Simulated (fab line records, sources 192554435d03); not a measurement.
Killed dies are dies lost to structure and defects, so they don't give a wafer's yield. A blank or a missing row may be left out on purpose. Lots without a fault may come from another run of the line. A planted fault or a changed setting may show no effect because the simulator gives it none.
One fault seen from 2 desks | flow n5_finfet | each desk has only its own numbers; what lay behind them comes last

THE METROLOGY DESK
What the gauges read, lot by lot, whatever tool the lot ran on: means of the sampled wafers that have a number. A lot is out of limits, marked OUT, if its mean lies more than 4 standard deviations from the usual mean; the brackets give that distance.
Columns: A = cd_nm at N5_PASSIVATION_CD_MEAS_44, usual 40002 nm
lot  | first seen here | A
L849 | day 12 04:34    | 40004
L847 | day 12 04:46    | 40001
L850 | day 12 15:55    | 39999
L859 | day 14 21:41    | 39998
L857 | day 15 01:10    | 40030 (+6.9) OUT
L860 | day 15 15:46    | 40023 (+5.2) OUT
L864 | day 16 17:44    | 39998
L866 | day 17 11:59    | 40001
L868 | day 17 23:32    | 39995
L869 | day 19 02:35    | 39999
This desk's finding: out of limits on L857, L860; first on L857, day 15 01:10 (cd_nm at N5_PASSIVATION_CD_MEAS_44). In limits: L849, L847, L850, L859, L864, L866, L868, L869.

THE TOOL OWNER'S DESK: krf_scanner-01
The tool's own readings at N5_PASSIVATION_EXPOSE_41 (exposes mask PASS OPEN, defocus 0 nm, target cd 40000 nm): means of the sampled wafers that have a number, for each lot that ran on this tool. A lot is out of limits, marked OUT, if its mean lies more than 4 standard deviations from the usual mean; the brackets give that distance.
Columns: A = reticle_temp_C at N5_PASSIVATION_EXPOSE_41, usual 23.01 C
lot  | first seen here | A
L847 | day 12 04:36    | 22.97
L850 | day 12 15:45    | 23.00
L857 | day 15 00:59    | 22.90
L860 | day 15 15:35    | 23.16
L869 | day 19 02:25    | 22.95
This desk's finding: nothing out of limits on any of the 5 lots.

PUT TOGETHER
The metrology desk could have raised an alarm at day 15 01:10, on L857, L860.
The tool owner's desk saw nothing out of limits.
The tool owner's desk has L857, L860 on record, within its limits.
Of the lots named, all ran N5_PASSIVATION_EXPOSE_41 on krf_scanner-01.

WHAT THE SIMULATOR HAD PUT IN
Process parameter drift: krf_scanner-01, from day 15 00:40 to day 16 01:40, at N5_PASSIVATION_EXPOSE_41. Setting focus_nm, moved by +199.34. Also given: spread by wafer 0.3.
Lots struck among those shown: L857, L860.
Hours from the fault's start to each desk's first reading out of limits: the metrology desk, 0.
